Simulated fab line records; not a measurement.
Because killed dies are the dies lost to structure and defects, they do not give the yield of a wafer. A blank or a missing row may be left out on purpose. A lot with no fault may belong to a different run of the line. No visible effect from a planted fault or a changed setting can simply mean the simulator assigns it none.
The tool behind it: which one? :: flow n5-finfet :: 24 lots with 72 wafers sampled at 2 steps, on a route of 1938 steps

## WHAT EACH GAUGE READ, for each wafer
N5_FIN_SAQP_OVL_MEAS_17. Usual: FIN_CORE_OVL typically reads -0.2 nm, with standard deviation 0.95.
lot: L074
measured: day 1 23:30
on: overlay-02
FIN_CORE_OVL (nm): 0.3 1.6 0.1
flag: 

lot: L075
measured: day 2 05:49
on: overlay-01
FIN_CORE_OVL (nm): -1.3 -1.5 -0.2
flag: 

lot: L076
measured: day 2 09:14
on: overlay-02
FIN_CORE_OVL (nm): -0.9 -0.8 -0.5
flag: 

lot: L077
measured: day 2 16:04
on: overlay-01
FIN_CORE_OVL (nm): -0.5 -0.6 -1.5
flag: 

lot: L078
measured: day 2 21:37
on: overlay-01
FIN_CORE_OVL (nm): 0.2 -0.1 0.5
flag: 

lot: L079
measured: day 3 03:47
on: overlay-02
FIN_CORE_OVL (nm): 0.5 0.0 0.1
flag: 

lot: L080
measured: day 3 11:28
on: overlay-02
FIN_CORE_OVL (nm): -0.2 -0.3 0.0
flag: 

lot: L081
measured: day 3 17:12
on: overlay-01
FIN_CORE_OVL (nm): -0.5 -0.7 -0.2
flag: 

lot: L082
measured: day 3 21:39
on: overlay-02
FIN_CORE_OVL (nm): 1.7 1.2 1.7
flag: 

lot: L083
measured: day 4 04:20
on: overlay-02
FIN_CORE_OVL (nm): 0.0 -1.2 -1.2
flag: 

lot: L084
measured: day 4 10:04
on: overlay-01
FIN_CORE_OVL (nm): -0.8 0.4 0.3
flag: 

lot: L085
measured: day 4 15:50
on: overlay-02
FIN_CORE_OVL (nm): -0.4 2.2 1.6
flag: 

lot: L086
measured: day 4 22:10
on: overlay-02
FIN_CORE_OVL (nm): -0.8 -1.1 -0.3
flag: 

lot: L087
measured: day 5 05:00
on: overlay-02
FIN_CORE_OVL (nm): -0.5 -1.1 0.2
flag: 

lot: L088
measured: day 5 12:28
on: overlay-01
FIN_CORE_OVL (nm): -2.1 -2.4 -1.1
flag: 

lot: L089
measured: day 5 16:12
on: overlay-01
FIN_CORE_OVL (nm): 0.6 1.3 2.0
flag: 

lot: L090
measured: day 5 22:47
on: overlay-01
FIN_CORE_OVL (nm): -0.2 1.4 0.3
flag: 

lot: L091
measured: day 6 03:49
on: overlay-02
FIN_CORE_OVL (nm): -1.2 -0.5 0.9
flag: 

lot: L092
measured: day 6 10:07
on: overlay-01
FIN_CORE_OVL (nm): -0.4 -0.1 0.4
flag: 

lot: L093
measured: day 6 17:12
on: overlay-01
FIN_CORE_OVL (nm): -1.8 -1.0 -0.2
flag: 

lot: L094
measured: day 6 22:43
on: overlay-01
FIN_CORE_OVL (nm): -0.3 1.5 0.3
flag: 

lot: L095
measured: day 7 04:19
on: overlay-01
FIN_CORE_OVL (nm): 1.4 -0.4 0.1
flag: 

lot: L096
measured: day 7 09:46
on: overlay-01
FIN_CORE_OVL (nm): 0.0 -0.3 0.3
flag: 

lot: L097
measured: day 7 15:50
on: overlay-02
FIN_CORE_OVL (nm): 0.0 -0.3 0.2
flag: 

## EACH LOT AND THE TOOL THAT RAN IT (in order: tool; ch and the chambers of the sampled wafers; start)
lot: L074
N5_FIN_SAQP_PECVD_06: pecvd-01 ch 0,1, day 1 22:59

lot: L075
N5_FIN_SAQP_PECVD_06: pecvd-03 ch 0,1, day 2 05:10

lot: L076
N5_FIN_SAQP_PECVD_06: pecvd-01 ch 0,1, day 2 08:44

lot: L077
N5_FIN_SAQP_PECVD_06: pecvd-04 ch 0,1, day 2 15:25

lot: L078
N5_FIN_SAQP_PECVD_06: pecvd-01 ch 0,1, day 2 21:08

lot: L079
N5_FIN_SAQP_PECVD_06: pecvd-01 ch 1,2, day 3 03:18

lot: L080
N5_FIN_SAQP_PECVD_06: pecvd-04 ch 0,1,2, day 3 10:50

lot: L081
N5_FIN_SAQP_PECVD_06: pecvd-03 ch 0,1, day 3 16:34

lot: L082
N5_FIN_SAQP_PECVD_06: pecvd-03 ch 0,2, day 3 21:10

lot: L083
N5_FIN_SAQP_PECVD_06: pecvd-03 ch 0,1,2, day 4 03:43

lot: L084
N5_FIN_SAQP_PECVD_06: pecvd-03 ch 1,2, day 4 09:27

lot: L085
N5_FIN_SAQP_PECVD_06: pecvd-04 ch 0,1,2, day 4 15:13

lot: L086
N5_FIN_SAQP_PECVD_06: pecvd-01 ch 0,1,2, day 4 21:33

lot: L087
N5_FIN_SAQP_PECVD_06: pecvd-03 ch 0,1,2, day 5 04:32

lot: L088
N5_FIN_SAQP_PECVD_06: pecvd-03 ch 0,1,2, day 5 11:59

lot: L089
N5_FIN_SAQP_PECVD_06: pecvd-04 ch 0,1,2, day 5 15:35

lot: L090
N5_FIN_SAQP_PECVD_06: pecvd-04 ch 1,2, day 5 22:10

lot: L091
N5_FIN_SAQP_PECVD_06: pecvd-03 ch 1,2, day 6 03:12

lot: L092
N5_FIN_SAQP_PECVD_06: pecvd-03 ch 0,1,2, day 6 09:32

lot: L093
N5_FIN_SAQP_PECVD_06: pecvd-01 ch 0,2, day 6 16:34

lot: L094
N5_FIN_SAQP_PECVD_06: pecvd-04 ch 0,2, day 6 22:07

lot: L095
N5_FIN_SAQP_PECVD_06: pecvd-01 ch 0,2, day 7 03:41

lot: L096
N5_FIN_SAQP_PECVD_06: pecvd-03 ch 0,1,2, day 7 09:09

lot: L097
N5_FIN_SAQP_PECVD_06: pecvd-04 ch 0,1, day 7 15:21
- N5_FIN_SAQP_PECVD_06: deposits a-Si from SiH4/He, target thk 60 nm, time 48.1 s.

## WHAT THE TOOLS THEMSELVES READ (means of the sampled wafers that have a number; where no wafer has one, the mark that the record gives instead)
N5_FIN_SAQP_PECVD_06. Usual: heater-power-w 841 W, standard deviation 90; rf-fwd-power-W 99.4 W, standard deviation 0.35; showerhead-plenum-p-Torr 5.69 Torr, standard deviation 0.05; throttle-valve-pct 18.4 %, standard deviation 1.
lot: L074
tool: pecvd-01
heater-power-w (W): 944
rf-fwd-power-W (W): 98.8
showerhead-plenum-p-Torr (Torr): 5.65
throttle-valve-pct (%): 19.8
flag: 

lot: L075
tool: pecvd-03
heater-power-w (W): 815
rf-fwd-power-W (W): 99.6
showerhead-plenum-p-Torr (Torr): 5.74
throttle-valve-pct (%): 17.4
flag: 

lot: L076
tool: pecvd-01
heater-power-w (W): 941
rf-fwd-power-W (W): 99.0
showerhead-plenum-p-Torr (Torr): 5.66
throttle-valve-pct (%): 19.7
flag: 

lot: L077
tool: pecvd-04
heater-power-w (W): 883
rf-fwd-power-W (W): 99.1
showerhead-plenum-p-Torr (Torr): 5.71
throttle-valve-pct (%): 19.4
flag: 

lot: L078
tool: pecvd-01
heater-power-w (W): 885
rf-fwd-power-W (W): 99.4
showerhead-plenum-p-Torr (Torr): 5.66
throttle-valve-pct (%): 19.7
flag: 

lot: L079
tool: pecvd-01
heater-power-w (W): 863
rf-fwd-power-W (W): 99.4
showerhead-plenum-p-Torr (Torr): 5.66
throttle-valve-pct (%): 18.4
flag: 

lot: L080
tool: pecvd-04
heater-power-w (W): 801
rf-fwd-power-W (W): 99.4
showerhead-plenum-p-Torr (Torr): 5.70
throttle-valve-pct (%): 19.3
flag: 

lot: L081
tool: pecvd-03
heater-power-w (W): 819
rf-fwd-power-W (W): 99.7
showerhead-plenum-p-Torr (Torr): 5.68
throttle-valve-pct (%): 17.9
flag: 

lot: L082
tool: pecvd-03
heater-power-w (W): 882
rf-fwd-power-W (W): 99.8
showerhead-plenum-p-Torr (Torr): 5.65
throttle-valve-pct (%): 18.1
flag: 

lot: L083
tool: pecvd-03
heater-power-w (W): 841
rf-fwd-power-W (W): 99.3
showerhead-plenum-p-Torr (Torr): 5.70
throttle-valve-pct (%): 17.7
flag: 

lot: L084
tool: pecvd-03
heater-power-w (W): 869
rf-fwd-power-W (W): 99.4
showerhead-plenum-p-Torr (Torr): 5.72
throttle-valve-pct (%): 17.6
flag: 

lot: L085
tool: pecvd-04
heater-power-w (W): 787
rf-fwd-power-W (W): 99.3
showerhead-plenum-p-Torr (Torr): 5.69
throttle-valve-pct (%): 19.4
flag: 

lot: L086
tool: pecvd-01
heater-power-w (W): 893
rf-fwd-power-W (W): 99.3
showerhead-plenum-p-Torr (Torr): 5.63
throttle-valve-pct (%): 18.6
flag: 

lot: L087
tool: pecvd-03
heater-power-w (W): 850
rf-fwd-power-W (W): 99.6
showerhead-plenum-p-Torr (Torr): 5.70
throttle-valve-pct (%): 17.7
flag: 

lot: L088
tool: pecvd-03
heater-power-w (W): 881
rf-fwd-power-W (W): 99.2
showerhead-plenum-p-Torr (Torr): 5.71
throttle-valve-pct (%): 17.6
flag: 

lot: L089
tool: pecvd-04
heater-power-w (W): 796
rf-fwd-power-W (W): 99.3
showerhead-plenum-p-Torr (Torr): 5.71
throttle-valve-pct (%): 19.1
flag: 

lot: L090
tool: pecvd-04
heater-power-w (W): 807
rf-fwd-power-W (W): 99.0
showerhead-plenum-p-Torr (Torr): 5.71
throttle-valve-pct (%): 18.9
flag: 

lot: L091
tool: pecvd-03
heater-power-w (W): 864
rf-fwd-power-W (W): 99.5
showerhead-plenum-p-Torr (Torr): 5.72
throttle-valve-pct (%): 17.6
flag: 

lot: L092
tool: pecvd-03
heater-power-w (W): 867
rf-fwd-power-W (W): 99.3
showerhead-plenum-p-Torr (Torr): 5.70
throttle-valve-pct (%): 17.9
flag: 

lot: L093
tool: pecvd-01
heater-power-w (W): 852
rf-fwd-power-W (W): 98.9
showerhead-plenum-p-Torr (Torr): 5.65
throttle-valve-pct (%): 17.7
flag: 

lot: L094
tool: pecvd-04
heater-power-w (W): 691
rf-fwd-power-W (W): 99.6
showerhead-plenum-p-Torr (Torr): 5.68
throttle-valve-pct (%): 19.1
flag: 

lot: L095
tool: pecvd-01
heater-power-w (W): 771
rf-fwd-power-W (W): 99.2
showerhead-plenum-p-Torr (Torr): 5.65
throttle-valve-pct (%): 17.5
flag: 

lot: L096
tool: pecvd-03
heater-power-w (W): 858
rf-fwd-power-W (W): 99.5
showerhead-plenum-p-Torr (Torr): 5.71
throttle-valve-pct (%): 17.8
flag: 

lot: L097
tool: pecvd-04
heater-power-w (W): 853
rf-fwd-power-W (W): 99.5
showerhead-plenum-p-Torr (Torr): 5.70
throttle-valve-pct (%): 19.7
flag: 

## THE ANSWER, worked out from the rows above alone
Rule: a lot is off if the mean of its wafers that have a number lies more than 3 standard deviations from the usual mean. A lot without any number at a reading at which 4 lots or more have one is off too. The other lots that the step has rows for count as sound. After the gauges, taken in route order, come the tools' own readings; for these a lot's mean is taken, as printed above. The first step at which some lot is off is used, and at that step the reading that is off furthest; a lot without a number counts as furthest.
None of the lots is off at any reading shown; this tells nothing.

## WHAT THE SIMULATOR HAD PUT IN
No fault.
